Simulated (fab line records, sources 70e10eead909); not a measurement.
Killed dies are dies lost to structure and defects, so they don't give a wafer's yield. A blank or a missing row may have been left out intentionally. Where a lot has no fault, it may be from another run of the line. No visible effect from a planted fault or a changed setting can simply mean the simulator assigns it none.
A struck lot beside a sound one | flow nand-harc | 15 steps out of a route of 1159
Sound: these wafers, L988.3, L988.4, L988.5. The struck wafers were L997.2, L997.5, L997.6. The cause comes at the end.
At each step with rows: each side's tool, then ch and its chambers, then its first start. Under that, the readings that differ: sound wafers | struck wafers | difference of the means | sigmas: that difference in standard deviations of wafers without a fault.
alike: a reading whose means differ by less than 2 such deviations, as well as words and numbers matching on both sides. not compared: withheld readings; readings where some wafer has no value; bounds like >300 that might hide an equal value; numbers whose values overlap and for which the record gives no deviation.
The two part at a step that has a row with sigmas, a row that says differs or no value, or rows on one side only. Numbers that don't overlap but have no deviation are shown without sigmas and don't part them. A reading missing from all wafers of one side parts the sides only when that side holds two or more wafers.

NHARC_P_GATE_DESCUM_13: chemistry O2, time 3 s.
  sound on rie-diel-07 ch 1,2,3, day 5 21:24; struck on rie-diel-07 ch 2,3, day 8 00:17
  alike: drypump-motor-current-A, oes-product-au, rf-vpp-V, showerhead-plenum-p-Torr, throttle-valve-pct
  not compared: rf-hours-counter-h
then, 6 steps without rows for these wafers: NHARC_P_GATE_ETCH_14 (etches SiO2 in dHF, target depth 48.8 nm); NHARC_P_GATE_STRIP_15 (strips in SPM, time 780 s); NHARC_P_GATE_PRECLEAN_71 (cleans in SC1); NHARC_P_GATE_SRD_72; NHARC_P_GATE_OXIDE_16 (material SiO2, target thk 3 nm, ox time 392 s); NHARC_P_GATE_CVD_17 (deposits poly-Si, target thk 150 nm, time 900 s).
NHARC_P_GATE_HM_DEP_102: deposits aC, target thk 120 nm.
  sound on acl-dep-03 ch 0, day 6 11:32; struck on acl-dep-03 ch 0, day 8 16:05
  alike: throttle-valve-pct
NHARC_P_GATE_DEP_103: deposits SiON, target thk 30 nm.
  sound on pecvd-04 ch 1,2, day 6 12:04; struck on pecvd-02 ch 0,1,2, day 8 16:43
  alike: heater-power-w
then, 3 steps without rows for these wafers: NHARC_P_GATE_DEHYDRATE_18 (time 120 s); NHARC_P_GATE_HMDS_19 (time 30 s); NHARC_P_GATE_COAT_20 (resist thk 90 nm).
NHARC_P_GATE_SOFTBAKE_21: time 55 s.
  sound on litho-track-01 ch 0, day 6 12:00; struck on litho-track-01 ch 0, day 8 16:00
  reading                  | sound                | struck               | difference | sigmas
  heater-power-total-W (W) | 188.34 188.34 188.39 | 190.00 190.03 189.88 | +1.61      | +12
  plate-temp-C (C)         | 104.84 104.71 104.74 | 105.54 105.71 105.80 | +0.92      | +7
  alike: chill-plate-temp-C
next, for these wafers, 1 step has no rows: NHARC_P_GATE_EBR_22.
-- the record jumps here: 15 days lie between the struck wafers' starts before and after (it left off in module P_GATE and takes up again in module END, whose first step shown is number 1159 of the route) --
NHARC_END_SORT_01:
  sound on prober-02 ch 0, day 20 23:19; struck on prober-02 ch 0, day 23 17:31
  reading         | sound | struck | difference | sigmas
  killed-at-other | 2 3 2 | 0 0 0  | -2         | -3
  alike: killed-at-array, killed-at-periphery, killed-dies, killed-open, killed-short

WHERE THEY PART
Earliest at NHARC_P_GATE_SOFTBAKE_21; latest, in this record, at NHARC_END_SORT_01.

WHY: whatever the simulator had introduced
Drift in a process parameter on litho-track-01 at NHARC_P_GATE_SOFTBAKE_21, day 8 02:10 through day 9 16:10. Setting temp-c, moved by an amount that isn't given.
